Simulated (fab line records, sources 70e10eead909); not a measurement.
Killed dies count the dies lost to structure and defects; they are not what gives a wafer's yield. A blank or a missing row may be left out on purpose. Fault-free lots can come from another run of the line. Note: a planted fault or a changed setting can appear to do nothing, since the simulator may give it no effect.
Matching of chambers || flow nand harc || ald metal-04 running NHARC_A_BLC_ALD_23: 4 sister chambers
The step deposits TiN, target thk 3 nm, pulse time 1 s, ald cycles 150. 8 wafers are shown with their chamber, then 8 later ones without.

EACH WAFER AND ITS CHAMBER
{"wafer": "L081.3", "chamber": 3, "heater power w (W)": 973, "precursor pulse height rel": 0.996}
{"wafer": "L081.4", "chamber": 1, "heater power w (W)": 1052, "precursor pulse height rel": 0.992}
{"wafer": "L082.1", "chamber": 3, "heater power w (W)": 979, "precursor pulse height rel": 1.054}
{"wafer": "L082.6", "chamber": 0, "heater power w (W)": 1168, "precursor pulse height rel": 1.020}
{"wafer": "L085.3", "chamber": 2, "heater power w (W)": 956, "precursor pulse height rel": 0.957}
{"wafer": "L085.5", "chamber": 0, "heater power w (W)": 1166, "precursor pulse height rel": 0.988}
{"wafer": "L085.6", "chamber": 1, "heater power w (W)": 1071, "precursor pulse height rel": 0.994}
{"wafer": "L086.1", "chamber": 2, "heater power w (W)": 987, "precursor pulse height rel": 1.012}

WAFERS MISSING THEIR CHAMBER
{"wafer": "L086.3", "heater power w (W)": 1074, "precursor pulse height rel": 1.003}
{"wafer": "L086.4", "heater power w (W)": 947, "precursor pulse height rel": 0.972}
{"wafer": "L094.1", "heater power w (W)": 993, "precursor pulse height rel": 0.998}
{"wafer": "L094.2", "heater power w (W)": 1087, "precursor pulse height rel": 0.982}
{"wafer": "L094.4", "heater power w (W)": 972, "precursor pulse height rel": 0.976}
{"wafer": "L096.1", "heater power w (W)": 1146, "precursor pulse height rel": 1.021}
{"wafer": "L096.2", "heater power w (W)": 996, "precursor pulse height rel": 0.985}
{"wafer": "L096.6", "heater power w (W)": 1170, "precursor pulse height rel": 1.012}

THE CHAMBER EACH PASSED THROUGH
{"wafer": "L086.3", "from the rows above": 1, "in truth": 1}
{"wafer": "L086.4", "from the rows above": "can't be placed: 2 or 3", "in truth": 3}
{"wafer": "L094.1", "from the rows above": "can't be placed: 3 or 2", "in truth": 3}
{"wafer": "L094.2", "from the rows above": 1, "in truth": 1}
{"wafer": "L094.4", "from the rows above": "can't be placed: 2 or 3", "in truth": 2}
{"wafer": "L096.1", "from the rows above": 0, "in truth": 0}
{"wafer": "L096.2", "from the rows above": "can't be placed: 2 or 3", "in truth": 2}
{"wafer": "L096.6", "from the rows above": 0, "in truth": 0}
Correct placement for 4 of the 8. Unplaceable from these rows: 4, with the true chamber sitting among the candidates in 4. Number placed wrongly: 0.
How it was worked out, from the rows above alone: a wafer's distance from a chamber is the root of the sum, over the readings, of the square of ((its reading less the chamber's mean) divided by the reading's scatter). The wafer belongs to the nearest chamber; if the next one is less than 2 further off, it can't be placed. The mean given for a chamber averages the wafers shown for that chamber. The scatter: take each reading less its chamber's mean, square it, sum over the shown wafers, divide by the number of wafers less the number of chambers, and take the root.
